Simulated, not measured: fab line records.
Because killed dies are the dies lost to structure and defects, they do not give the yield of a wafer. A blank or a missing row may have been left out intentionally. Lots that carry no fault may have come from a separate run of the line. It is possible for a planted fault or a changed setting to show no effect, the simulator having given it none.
Which tool was responsible? ; flow nand harc ; 12 lots, 36 wafers sampled, at 5 steps of a route of 1302

## WHAT THE GAUGES READ, wafer by wafer
NHARC_END_SORT_01.
lot;measured;on;killed at array;killed at other;killed at periphery;killed dies;killed open;killed short
L200;day 27 20:43;prober-02;39 668 67;0 0 0;6 9 10;45 677 77;1 3 3;0 5 2

## EACH LOT AND THE TOOL THAT RAN IT (in order: tool; ch and the chambers of the sampled wafers; start)
lot;NHARC_A_STAIRCASE_TRIM_14;NHARC_A_STAIRCASE_TRIM_18;NHARC_A_STAIRCASE_ETCH_19;NHARC_A_STAIRCASE_ETCH_23
L192;rie diel-09 ch 1,2,3, day 16 03:56 or earlier;rie diel-09 ch 1,2, day 16 03:56 or earlier;rie diel-09 ch 1,2, day 16 03:56 or earlier;rie diel-06 ch 0,1,2, day 16 03:56
L193;rie diel-03 ch 2,3, day 16 04:04 or earlier;rie diel-03 ch 0,1,2, day 16 04:04 or earlier;rie diel-03 ch 2,3, day 16 04:04 or earlier;rie diel-03 ch 0,1,2, day 16 04:04
L196;rie diel-06 ch 0,2, day 17 11:59 or earlier;rie diel-06 ch 0,1,3, day 17 11:59 or earlier;rie diel-06 ch 0,1, day 17 11:59 or earlier;rie diel-09 ch 0,1,2, day 17 11:59
L199;rie diel-03 ch 1,2,3, day 18 12:23 or earlier;rie diel-03 ch 2,3, day 18 12:23 or earlier;rie diel-03 ch 0,1,2, day 18 12:23 or earlier;rie diel-06 ch 0,3, day 18 12:23
L200;rie diel-09 ch 0,2,3, day 19 07:24 or earlier;rie diel-09 ch 1,2,3, day 19 07:24 or earlier;rie diel-09 ch 0,1,3, day 19 07:24 or earlier;rie diel-09 ch 0,1,2, day 19 07:24
L207;rie diel-06 ch 0,2,3, day 21 21:25 or earlier;rie diel-06 ch 0,3, day 21 21:25 or earlier;rie diel-06 ch 2,3, day 21 21:25 or earlier;rie diel-03 ch 1,2, day 21 21:25
L206;rie diel-03 ch 0,1,2, day 22 03:29 or earlier;rie diel-03 ch 0,1,3, day 22 03:29 or earlier;rie diel-03 ch 0,2, day 22 03:29 or earlier;rie diel-03 ch 0,2,3, day 22 03:29
L208;rie diel-09 ch 0,1, day 22 11:40 or earlier;rie diel-09 ch 1,2,3, day 22 11:40 or earlier;rie diel-09 ch 0,3, day 22 11:40 or earlier;rie diel-06 ch 0,2, day 22 11:40
L209;rie diel-03 ch 0,3, day 22 23:03 or earlier;rie diel-03 ch 1,2,3, day 22 23:03 or earlier;rie diel-03 ch 0,3, day 22 23:03 or earlier;rie diel-06 ch 0,2, day 22 23:03
L210;rie diel-09 ch 0,3, day 22 23:22 or earlier;rie diel-09 ch 1,2, day 22 23:22 or earlier;rie diel-09 ch 0,2, day 22 23:22 or earlier;rie diel-09 ch 0,3, day 22 23:22
L214;rie diel-03 ch 0,2,3, day 24 10:20 or earlier;rie diel-03 ch 0,2,3, day 24 10:20 or earlier;rie diel-03 ch 1,2,3, day 24 10:20 or earlier;rie diel-09 ch 0,2,3, day 24 10:20
L215;rie diel-03 ch 0,1, day 25 07:18 or earlier;rie diel-03 ch 1,3, day 25 07:18 or earlier;rie diel-03 ch 0,2,3, day 25 07:18 or earlier;rie diel-09 ch 0,2, day 25 07:18
- NHARC_A_STAIRCASE_TRIM_14: chemistry O2, time 211.2 s.
- NHARC_A_STAIRCASE_TRIM_18: chemistry O2, time 211.2 s.
- NHARC_A_STAIRCASE_ETCH_19: etches the open film in C4F8/O2, target depth 100 nm, time 40.5 s.
- NHARC_A_STAIRCASE_ETCH_23: etches the open film in C4F8/O2, target depth 100 nm, time 40.5 s.

## WHAT THE TOOLS THEMSELVES READ (means of the sampled wafers that have a number; where no wafer has one, the mark that the record gives instead)
NHARC_A_STAIRCASE_TRIM_14.
lot;tool;drypump motor current A (A);oes product au (a.u.);rf vpp V (V);showerhead plenum p Torr (Torr);throttle valve pct (%)
L192;rie diel-09;5.3;1.000;57.7;3.44;17.036
L193;rie diel-03;6.0;1.001;57.6;3.54;17.039
L196;rie diel-06;5.5;0.988;59.5;3.77;17.034
L199;rie diel-03;5.9;0.998;57.2;3.53;17.043
L200;rie diel-09;5.5;1.014;57.6;3.56;17.035
L207;rie diel-06;5.5;0.998;58.2;3.76;17.026
L206;rie diel-03;6.0;0.998;58.1;3.51;17.040
L208;rie diel-09;5.7;1.002;58.8;3.62;17.033
L209;rie diel-03;6.0;0.991;56.8;3.39;17.040
L210;rie diel-09;5.5;1.006;58.1;3.67;17.041
L214;rie diel-03;6.0;0.993;56.9;3.44;17.043
L215;rie diel-03;6.0;0.989;57.2;3.44;17.034

NHARC_A_STAIRCASE_TRIM_18.
lot;tool;drypump motor current A (A);oes product au (a.u.);rf vpp V (V);showerhead plenum p Torr (Torr);throttle valve pct (%)
L192;rie diel-09;5.5;0.999;56.8;3.39;17.038
L193;rie diel-03;5.9;1.004;57.9;3.53;17.037
L196;rie diel-06;5.2;0.998;58.2;3.66;17.028
L199;rie diel-03;6.0;1.000;56.8;3.53;17.047
L200;rie diel-09;5.3;1.010;58.3;3.43;17.035
L207;rie diel-06;5.4;0.993;57.8;3.76;17.033
L206;rie diel-03;5.9;0.993;57.9;3.45;17.034
L208;rie diel-09;5.3;1.002;57.7;3.42;17.037
L209;rie diel-03;5.9;0.995;58.2;3.52;17.035
L210;rie diel-09;5.6;1.013;57.2;3.36;17.030
L214;rie diel-03;6.0;0.990;57.2;3.44;17.040
L215;rie diel-03;5.8;0.993;57.4;3.45;17.043

NHARC_A_STAIRCASE_ETCH_19.
lot;tool;oes product au (a.u.);rf vpp V (V);run length s (s)
L192;rie diel-09;0.947;891;62.4
L193;rie diel-03;0.950;897;61.9
L196;rie diel-06;0.936;900;62.3
L199;rie diel-03;0.954;895;62.1
L200;rie diel-09;0.962;897;61.9
L207;rie diel-06;0.946;905;62.1
L206;rie diel-03;0.938;895;62.2
L208;rie diel-09;0.939;899;61.8
L209;rie diel-03;0.940;892;62.0
L210;rie diel-09;0.957;895;61.7
L214;rie diel-03;0.938;896;61.9
L215;rie diel-03;0.939;893;62.1

NHARC_A_STAIRCASE_ETCH_23.
lot;tool;oes product au (a.u.);rf vpp V (V);run length s (s)
L192;rie diel-06;0.942;901;62.1
L193;rie diel-03;0.955;896;62.0
L196;rie diel-09;0.952;896;61.8
L199;rie diel-06;0.955;905;62.3
L200;rie diel-09;0.956;895;58.5
L207;rie diel-03;0.931;898;62.0
L206;rie diel-03;0.938;893;61.9
L208;rie diel-06;0.943;904;62.2
L209;rie diel-06;0.949;903;62.2
L210;rie diel-09;0.955;901;61.6
L214;rie diel-09;0.958;897;61.8
L215;rie diel-09;0.946;893;61.6

## THE ANSWER, worked out from the rows above alone
Rule: the lots themselves supply what counts as usual. The widest of any qualifying gaps counts: lots, ordered by their means at a reading, are off when they make up no more than a third of the lots, leave a main group of 4 or more, and stand apart from it by 3 or more times the standard deviation of that group's means. A main group whose means are all the same, to the digits that the tables above print for the reading, isn't used. A lot without any number at a reading at which 4 lots or more have one is off too. All remaining lots with rows at the step are treated as sound. Order of review: gauges by route order, followed by the tools' own readings, for which a lot's mean as printed above is used. The first step at which some lot is off is used, and at that step the reading that is off furthest; a lot without a number counts as furthest.
Off, at NHARC_A_STAIRCASE_ETCH_23 on run length s: L200. For the main group the mean is 62.0 s and the standard deviation 0.23.
If a tool, at that step or one of the process steps before it, ran each lot that is off and ran no sound lot following the first of them, it fits. NHARC_A_STAIRCASE_TRIM_14: start missing for some lots; hours and lot order therefore follow NHARC_A_STAIRCASE_ETCH_23. NHARC_A_STAIRCASE_TRIM_18: start missing for some lots; hours and lot order therefore follow NHARC_A_STAIRCASE_ETCH_23. NHARC_A_STAIRCASE_ETCH_19: start missing for some lots; hours and lot order therefore follow NHARC_A_STAIRCASE_ETCH_23. None of those tried fits.

## WHAT WAS PUT IN BY THE SIMULATOR
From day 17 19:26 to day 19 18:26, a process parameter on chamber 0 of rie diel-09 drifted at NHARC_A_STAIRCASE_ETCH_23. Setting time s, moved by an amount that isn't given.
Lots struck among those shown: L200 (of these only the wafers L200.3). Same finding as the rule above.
